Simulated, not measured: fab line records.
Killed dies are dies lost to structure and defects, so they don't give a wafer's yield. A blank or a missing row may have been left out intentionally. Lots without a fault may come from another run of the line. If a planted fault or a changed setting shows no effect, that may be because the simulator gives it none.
Which tool is to blame?	flow n5 finfet	27 wafers from 9 lots sampled at 6 of the route's 1938 steps

## WHAT THE GAUGES READ, wafer by wafer
N5_BEOL_M0_SAQP_CD_MEAS_29: target cd 14.4 nm.
lot	measured	on	cd nm (nm)
L538	day 6 21:07	cd sem-01	15.16 15.10 14.86
L540	day 7 03:37	cd sem-03	15.07 14.80 14.89
L541	day 7 08:55	cd sem-01	15.19 15.11 15.20
L544	day 8 08:35	cd sem-01	14.91 15.17 14.66
L545	day 8 13:42	cd sem-03	15.47 15.06 14.93
L549	day 9 14:07	cd sem-02	14.96 15.27 15.23
L550	day 9 18:54	cd sem-01	12.12 14.95 14.88
L552	day 10 03:46	cd sem-01	11.92 11.85 14.82
L556	day 11 03:28	cd sem-03	15.02 15.39 15.12

N5_BEOL_M4_RC_MEAS_101.
lot	measured	on	DIBL_N (mV/V)	DIBL_P (mV/V)	IOFF_N (nA/um)	IOFF_P (nA/um)	ION_N (uA/um)	ION_P (uA/um)	SS_N (mV/dec)	SS_P (mV/dec)	VT_N (mV)	VT_P (mV)
L538	day 9 01:49	prober-02	38.4 35.4 36.1	38.6 36.4 35.7	0.18 0.14 0.14	0.23 0.21 0.20	680 681 662	461 466 459	72.2 71.0 72.2	74.0 73.9 73.5	251 251 252	-250 -249 -251
L540	day 10 04:58	prober-01	36.9 40.6 38.2	36.0 39.9 36.8	0.17 0.23 0.19	0.23 0.30 0.25	683 687 678	469 467 463	70.4 72.6 71.1	73.1 74.6 74.0	246 245 246	-247 -242 -246
L541	day 10 11:35	prober-02	38.5 36.0 36.5	39.7 35.4 36.6	0.21 0.16 0.16	0.28 0.20 0.22	699 676 683	476 465 466	71.8 70.9 71.2	74.3 72.7 73.5	246 249 249	-244 -248 -249
L544	day 11 12:39	prober-02	38.4 37.8 36.4	38.8 37.0 36.2	0.21 0.19 0.17	0.24 0.21 0.20	694 676 681	467 456 457	71.6 72.2 70.9	74.4 74.3 73.6	242 245 245	-249 -253 -250
L545	day 11 11:32	prober-01	36.3 36.8 36.6	37.6 37.1 36.7	0.17 0.16 0.16	0.22 0.21 0.20	675 675 678	460 460 462	71.7 70.9 71.9	72.8 73.0 73.3	248 251 249	-250 -251 -254
L549	day 11 23:55	prober-01	34.3 35.2 35.1	33.9 35.4 36.1	0.13 0.15 0.15	0.16 0.18 0.18	660 676 672	451 456 458	70.9 70.2 71.1	72.6 73.0 73.4	253 250 251	-254 -254 -254
L550	day 12 05:23	prober-01	37.1 35.8	35.7 34.6	0.16 0.14	0.19 0.18	668 657	456 446	72.6 71.6	72.5 72.5	249 253	-254 -252
L552	day 13 01:01	prober-01	33.9	34.2	0.12	0.17	661	460	70.7	72.8	256	-254
L556	day 14 12:44	prober-02	36.1 35.7 38.8	34.6 35.6 38.9	0.13 0.14 0.19	0.18 0.19 0.25	657 662 676	454 455 463	71.0 71.3 71.8	72.7 73.0 73.1	252 252 246	-253 -253 -247

## EACH LOT AND THE TOOL THAT RAN IT (in order: tool; ch and the chambers of the sampled wafers; start)
lot	N5_BEOL_M0_SAQP_DESCUM_19	N5_BEOL_M0_SAQP_MANDREL1_REMOVE_100	N5_BEOL_M0_SAQP_SPACER2_ALD_26	N5_BEOL_M0_SAQP_MANDREL2_REMOVE_110
L538	rie diel-04 ch 0,1,2, day 6 17:05	rie si-02 ch 0,1,3, day 6 18:56	ald sin-03 ch 2,3, day 6 20:22	rie si-06 ch 0,1, day 6 21:00
L540	rie diel-05 ch 0,2,3, day 7 00:14	rie si-06 ch 0,1,2, day 7 01:41	ald sin-04 ch 0,2,3, day 7 02:52	rie si-02 ch 0,2,3, day 7 03:30
L541	rie diel-03 ch 0,2,3, day 7 03:46	rie si-02 ch 0,1,2, day 7 05:51	ald sin-04 ch 0,2,3, day 7 07:49	rie si-06 ch 1,2, day 7 08:48
L544	rie diel-04 ch 2,3, day 8 04:37	rie si-06 ch 0,3, day 8 06:19	ald sin-03 ch 0,2,3, day 8 07:48	rie si-06 ch 1,2,3, day 8 08:28
L545	rie diel-05 ch 1,2, day 8 09:32	rie si-02 ch 0,3, day 8 11:32	ald sin-01 ch 0,3, day 8 12:48	rie si-03 ch 1,3, day 8 13:35
L549	rie diel-04 ch 0,1,2, day 9 10:10	rie si-02 ch 2,3, day 9 11:46	ald sin-04 ch 0,2, day 9 13:19	rie si-03 ch 1,2, day 9 14:00
L550	rie diel-03 ch 1,2,3, day 9 14:53	rie si-03 ch 1,2,3, day 9 16:35	ald sin-04 ch 1,3, day 9 17:49	rie si-06 ch 0,1,3, day 9 18:47
L552	rie diel-03 ch 0,1,3, day 10 00:16	rie si-02 ch 0,1, day 10 01:43	ald sin-04 ch 0,3, day 10 02:50	rie si-03 ch 2,3, day 10 03:39
L556	rie diel-03 ch 0,2, day 10 23:50	rie si-06 ch 1,3, day 11 01:31	ald sin-03 ch 2,3, day 11 02:43	rie si-02 ch 0,3, day 11 03:22
- N5_BEOL_M0_SAQP_DESCUM_19: chemistry O2, time 7.9 s.
- N5_BEOL_M0_SAQP_MANDREL1_REMOVE_100: chemistry HBr/Cl2/O2, target a-Si, stops on SiNx, bt time 10 s.
- N5_BEOL_M0_SAQP_SPACER2_ALD_26: deposits SiO2, target thk 15 nm, pulse time 1 s, purge time 2 s.
- N5_BEOL_M0_SAQP_MANDREL2_REMOVE_110: chemistry HBr/Cl2/O2, target a-Si, stops on SiCN, bt time 10 s.

## WHAT THE TOOLS THEMSELVES READ (means of the sampled wafers that have a number; where no wafer has one, the mark that the record gives instead)
N5_BEOL_M0_SAQP_DESCUM_19.
lot	tool	drypump motor current A (A)	o2 flow sccm (sccm)	oes product au (a.u.)	rf fwd power W (W)	rf vpp V (V)	showerhead plenum p Torr (Torr)	throttle valve pct (%)
L538	rie diel-04	5.1	225.4	0.75	49.2	242.6	2.08	20.43
L540	rie diel-05	5.6	225.5	0.92	49.4	245.0	2.18	20.38
L541	rie diel-03	5.8	225.4	0.72	49.1	242.1	2.08	20.77
L544	rie diel-04	5.0	225.2	0.73	49.4	243.1	2.04	20.44
L545	rie diel-05	5.2	224.7	0.91	49.5	244.5	2.23	20.57
L549	rie diel-04	5.1	225.0	0.73	49.2	242.8	2.08	20.45
L550	rie diel-03	6.1	224.5	0.78	49.4	242.8	2.10	20.64
L552	rie diel-03	5.7	225.2	0.81	49.1	243.2	2.05	20.70
L556	rie diel-03	5.7	225.5	0.92	49.4	243.7	2.10	20.32

N5_BEOL_M0_SAQP_MANDREL1_REMOVE_100.
lot	tool	drypump motor current A (A)	oes product au (a.u.)	rf fwd power W (W)	throttle valve pct (%)
L538	rie si-02	5.7	1.005	596.9	36.5
L540	rie si-06	6.2	0.997	598.4	36.5
L541	rie si-02	6.0	1.017	596.9	36.5
L544	rie si-06	5.5	1.005	597.7	36.7
L545	rie si-02	5.7	0.994	597.9	36.4
L549	rie si-02	6.0	0.990	596.5	36.4
L550	rie si-03	6.2	1.010	598.2	36.6
L552	rie si-02	5.7	1.006	595.3	36.5
L556	rie si-06	5.7	1.003	597.1	36.9

N5_BEOL_M0_SAQP_SPACER2_ALD_26.
lot	tool	heater power w (W)	precursor pulse height rel
L538	ald sin-03	480	0.988
L540	ald sin-04	491	1.009
L541	ald sin-04	502	1.006
L544	ald sin-03	476	1.004
L545	ald sin-01	464	1.001
L549	ald sin-04	494	1.011
L550	ald sin-04	482	0.988
L552	ald sin-04	473	0.984
L556	ald sin-03	447	1.000

N5_BEOL_M0_SAQP_MANDREL2_REMOVE_110.
lot	tool	drypump motor current A (A)	oes product au (a.u.)	rf fwd power W (W)	throttle valve pct (%)
L538	rie si-06	6.5	1.005	596.9	36.7
L540	rie si-02	6.0	1.003	595.9	36.5
L541	rie si-06	6.4	1.001	596.0	36.8
L544	rie si-06	5.9	1.000	597.8	36.7
L545	rie si-03	6.4	1.007	593.9	36.5
L549	rie si-03	6.3	1.010	595.7	36.3
L550	rie si-06	6.0	1.006	595.7	36.7
L552	rie si-03	6.0	1.006	596.3	36.8
L556	rie si-02	5.8	1.013	597.8	36.6

## THE ANSWER, worked out from the rows above alone
Rule: the usual values come from the lots themselves. Put in order of their means at a reading, lots are off if they are a third of the lots or fewer, leave a main group of 4 or more, and stand apart from it by a gap of 3 or more times the standard deviation of the main group's means; of several such gaps the widest counts. Not used: any main group whose means are identical at the precision the tables above print for the reading. A lot without any number at a reading at which 4 lots or more have one is off too. Where the step has rows for the other lots, those lots are counted as sound. Order of review: gauges by route order, followed by the tools' own readings, for which a lot's mean as printed above is used. The first step at which some lot is off is used, and at that step the reading that is off furthest; a lot without a number counts as furthest.
Off at N5_BEOL_M0_SAQP_CD_MEAS_29 (cd nm): L550, L552. The main group: mean 15.07 nm, standard deviation 0.11.
If a tool, at a process step before that reading, ran all the lots that are off and no sound lot after the first of them, it fits. The gauges at N5_BEOL_M0_SAQP_CD_MEAS_29 aren't tried: what is off there is off at N5_BEOL_M4_RC_MEAS_101 too, on other tools, and a gauge's error can't cause that. One fits: ald sin-04 at N5_BEOL_M0_SAQP_SPACER2_ALD_26. Its last sound lot is L549 (day 9 13:19), its first lot that is off L550 (day 9 17:49): a fault that began between those two fits.

## WHAT THE SIMULATOR HAD INSERTED
ald sin-04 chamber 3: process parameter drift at N5_BEOL_M0_SAQP_SPACER2_ALD_26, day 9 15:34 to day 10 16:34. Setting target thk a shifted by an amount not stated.
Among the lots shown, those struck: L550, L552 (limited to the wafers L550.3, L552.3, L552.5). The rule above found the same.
